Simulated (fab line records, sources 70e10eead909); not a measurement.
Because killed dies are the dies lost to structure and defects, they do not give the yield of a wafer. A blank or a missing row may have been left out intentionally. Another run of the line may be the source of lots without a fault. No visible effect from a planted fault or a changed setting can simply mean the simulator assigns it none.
Chamber matching -- flow nandHarc -- 4 sister chambers for NHARC_A_WL_FILL_CMP_12 on cmp-02
The step polishes, t overpolish 30 s, target thk 75 nm. 18 wafers are shown with their chamber, then 9 later ones without.

EACH WAFER AND ITS CHAMBER
wafer,chamber,timeToEndpointS (s),motorCurrentA (A),slurryFlowMlMin
L075.1,1,19.8,11.7,149.7
L075.4,0,18.7,11.0,150.4
L075.6,0,16.4,10.0,150.4
L077.4,3,12.4,9.9,150.3
L077.5,3,11.9,10.9,149.6
L077.6,2,13.1,12.6,149.8
L080.1,0,18.2,11.7,150.2
L080.3,3,11.0,10.6,150.6
L080.4,2,10.8,12.3,149.6
L083.1,3,14.0,10.7,150.3
L083.2,1,22.6,11.0,149.2
L083.4,0,17.9,11.1,150.1
L088.1,2,13.8,12.6,149.2
L088.3,1,19.9,10.8,150.0
L088.5,3,12.2,11.3,149.6
L090.1,1,15.4,11.6,150.5
L090.3,0,15.5,11.0,150.2
L090.6,3,10.4,11.2,149.7

SIGNATURES (averages over the wafers above)
reading,chamber 0,chamber 1,chamber 2,chamber 3,scatter within a chamber
timeToEndpointS,17.340,19.425,12.567,11.983,1.82
motorCurrentA,10.960,11.275,12.500,10.767,0.494
slurryFlowMlMin,150.260,149.850,149.533,150.017,0.387
Rule: a wafer's distance from a chamber is the root of the sum, over the readings, of the square of ((its reading less the chamber's mean) divided by the reading's scatter). If the next closest chamber is less than 2 further off than the closest, the wafer can't be placed; otherwise it belongs to the closest. How the scatter is found: for the shown wafers, subtract from each reading the mean of its chamber, square and add these, divide the total by (wafers less chambers), then take the root.

WAFERS WHOSE CHAMBER IS MISSING
wafer,timeToEndpointS (s),motorCurrentA (A),slurryFlowMlMin
L091.4,16.8,11.7,149.9
L091.5,10.3,11.1,149.6
L091.6,16.5,10.9,149.9
L093.2,15.8,10.7,149.8
L093.3,14.4,10.7,149.7
L093.6,12.2,12.3,150.4
L094.2,14.1,13.3,149.7
L094.4,17.2,11.5,150.2
L094.5,15.5,11.0,150.5

THE CHAMBER EACH PASSED THROUGH
wafer,from the rows above,in truth
L091.4,can't be placed: 1 or 0 or 2 or 3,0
L091.5,can't be placed: 3 or 2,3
L091.6,can't be placed: 0 or 1 or 3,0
L093.2,can't be placed: 0 or 3 or 1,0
L093.3,can't be placed: 3 or 0 or 1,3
L093.6,can't be placed: 2 or 3 or 0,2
L094.2,2,2
L094.4,can't be placed: 0 or 1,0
L094.5,can't be placed: 0 or 3 or 1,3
Correct placement for 1 of the 9. These rows do not allow placing 8 (true chamber among the candidates in 8). Wrongly placed: 0.
